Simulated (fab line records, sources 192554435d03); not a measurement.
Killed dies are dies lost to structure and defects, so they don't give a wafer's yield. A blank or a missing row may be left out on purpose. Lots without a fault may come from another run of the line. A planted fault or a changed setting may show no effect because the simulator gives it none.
Which tool did it? | flow n5_finfet | 6 lots, 17 wafers sampled, at 4 steps of a route of 1938

WHAT THE GAUGES READ, wafer by wafer
N5_BEOL_M11_OVL_MEAS_12.
lot  | measured     | on         | M11_OVL (nm)
L856 | day 10 21:19 | overlay-02 | -1.0 -0.4 -0.8
L857 | day 11 04:48 | overlay-01 | -1.0 0.1 0.1
L859 | day 12 10:43 | overlay-02 | -1.7 -1.4
L865 | day 13 22:29 | overlay-02 | 4.9 4.3 5.4
L875 | day 16 05:22 | overlay-01 | 0.7 -0.3 0.4
L876 | day 16 18:44 | overlay-02 | 0.3 0.5 1.0

WHICH TOOL RAN EACH LOT (tool, then ch and the chambers of the sampled wafers, then the start)
lot  | N5_BEOL_M10_CURE_72           | N5_BEOL_M10_ANNEAL_51            | N5_BEOL_M11_EXPOSE_08
L856 | uv_cure-03 ch 0, day 10 16:49 | rtp_anneal-02 ch 0, day 10 18:17 | arfi_scanner-02 ch 0, day 10 21:09
L857 | uv_cure-02 ch 2, day 10 23:25 | rtp_anneal-02 ch 0, day 11 01:14 | arfi_scanner-01 ch 0, day 11 04:39
L859 | uv_cure-01 ch 1, day 12 05:39 | rtp_anneal-02 ch 0, day 12 07:34 | arfi_scanner-01 ch 0, day 12 10:34
L865 | uv_cure-01 ch 2, day 13 14:52 | rtp_anneal-02 ch 0, day 13 19:02 | arfi_scanner-02 ch 0, day 13 22:20
L875 | uv_cure-03 ch 1, day 15 23:19 | rtp_anneal-02 ch 0, day 16 01:20 | arfi_scanner-03 ch 0, day 16 05:13
L876 | uv_cure-01 ch 2, day 16 13:15 | rtp_anneal-02 ch 0, day 16 15:37 | arfi_scanner-01 ch 0, day 16 18:35
- N5_BEOL_M10_CURE_72: cures SiCOH lowk, time 120 s.
- N5_BEOL_M10_ANNEAL_51: time 90 s.
- N5_BEOL_M11_EXPOSE_08: exposes mask M11.

THE ANSWER, worked out from the rows above alone
Rule: what is usual is taken from the lots themselves. Put in order of their means at a reading, lots are off if they are a third of the lots or fewer, leave a main group of 4 or more, and stand apart from it by a gap of 3 or more times the standard deviation of the main group's means; of several such gaps the widest counts. A main group whose means are all the same, to the digits that the tables above print for the reading, isn't used. A lot without any number at a reading at which 4 lots or more have one is off too. The other lots that the step has rows for count as sound.
Off: L865, at N5_BEOL_M11_OVL_MEAS_12 (M11_OVL). The main group: mean -0.3 nm, standard deviation 0.76.
A tool fits if, at a process step before that reading, it ran every lot that is off, and no sound lot after the first of them. The gauges at N5_BEOL_M11_OVL_MEAS_12 are tried like those tools. One fits: arfi_scanner-02 at N5_BEOL_M11_EXPOSE_08. Its last sound lot is L856 (day 10 21:09), its first lot that is off L865 (day 13 22:20): a fault that began between those two fits.

WHAT THE SIMULATOR HAD PUT IN
Scanner matching overlay: arfi_scanner-02, from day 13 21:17 on, at N5_BEOL_M11_EXPOSE_08. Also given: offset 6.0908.
Lots struck among those shown: L865. The rule above found the same.
